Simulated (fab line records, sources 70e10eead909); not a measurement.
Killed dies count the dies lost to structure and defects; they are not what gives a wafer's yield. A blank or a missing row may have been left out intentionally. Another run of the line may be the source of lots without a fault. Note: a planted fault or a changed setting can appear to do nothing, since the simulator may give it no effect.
8D (eight disciplines) problem report, filled in by code    flow nandHarc    the parts of the form that need people (team, actions taken, sign-off) are left out

## 1. THE ISSUE
At NHARC_A_ONON_D1_THK_MEAS_08, thkNm averages 589 nm over 3 wafers from 3 lots, while fault-free wafers read 1001 nm, standard deviation 11. Relative to the usual mean, that is a shift of -37 standard deviations.
The step: measures by ellipsometry.
Earliest sighting: wafer L844.2 on filmMetro-01 at day 12 00:31. At this step, 39 wafers from 13 lots have a number in the record. Rule for "out" (also "out of limits"): further than 4 standard deviations from the usual mean. The rest of the wafers with a number are treated as sound.

## 2. WHAT IT IS, WHAT IT ISN'T
question                     is                      is not
which readings at this step  thkNm                   -
which lots                   L844, L845, L846        L834, L836, L837, L839, L840, L842, L849, L855, L856, L857
which wafers of those lots   L844.2, L845.2, L846.1  L844.3, L844.6, L845.3, L845.4, L846.4, L846.6
read on which gauges         filmMetro-01            filmMetro-02
when                         from day 12 00:31       up to then (20 sound wafers); but 16 sound wafers of L845, L846, L849, L855, L856, L857 came after

## 3. WHAT RULES OUT EACH SUSPECT
Counting: if a tool at a process step up to the reading ran every lot that is out, it stays a suspect. Sound lots after the first of them don't rule it out here, since some wafers of a struck lot are sound.
- the gauge at NHARC_A_ONON_D1_THK_MEAS_08: ruled out. All the wafers that are out were read on filmMetro-01, but those of them that NHARC_END_SORT_01 has rows for are out there too, on other tools.
- pecvdOnon-04 at NHARC_A_ONON_D1_DEP_06 (target thk 1000 nm): kept. Every lot that is out went through it, the first being L844 (day 12 00:04); the last sound lot it ran before that was L842 (day 10 23:49).
Left after counting: pecvdOnon-04 at NHARC_A_ONON_D1_DEP_06.

## 4. THE CAUSE (what the simulator had put in)
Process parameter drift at NHARC_A_ONON_D1_DEP_06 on pecvdOnon-04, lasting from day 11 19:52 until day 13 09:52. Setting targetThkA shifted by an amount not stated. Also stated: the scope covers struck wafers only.
After counting, this tool was the only one left.

## 5. THE CHAIN OF EFFECTS, in route order
One row per reading whose mean, taken over the struck wafers that have a number, lies over 3 standard deviations from the usual. Only readings for which the record gives a usual standard deviation are gone through. hours: the time from each lot's start at the first step in this table that gives one to its start at this step, as a median over the lots. sigmas: the change in usual standard deviations.
hours  step                         reading        usual    on struck wafers  change  sigmas
0      NHARC_A_ONON_D1_THK_MEAS_08  thkNm          1001 nm  589               -412    -37
396    NHARC_END_SORT_01            killedAtArray  62       674               +612    +41
396    NHARC_END_SORT_01            killedDies     66       677               +611    +41

## 6. HOW IT WOULD HAVE BEEN CAUGHT EARLIER
The first out-of-limits reading at a measuring or inspecting step in this record came at day 12 00:31, 5 hours after the fault's start at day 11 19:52.
No tool reading at NHARC_A_ONON_D1_DEP_06 that has a usual standard deviation in the record was out on any struck wafer, so an alarm limit of 4 standard deviations on those readings would not have fired.
Lots out: 3; of these, L845, L846 started NHARC_A_ONON_D1_DEP_06 on pecvdOnon-04 after day 12 00:31. A hold on the tool at that time would have spared those 2.
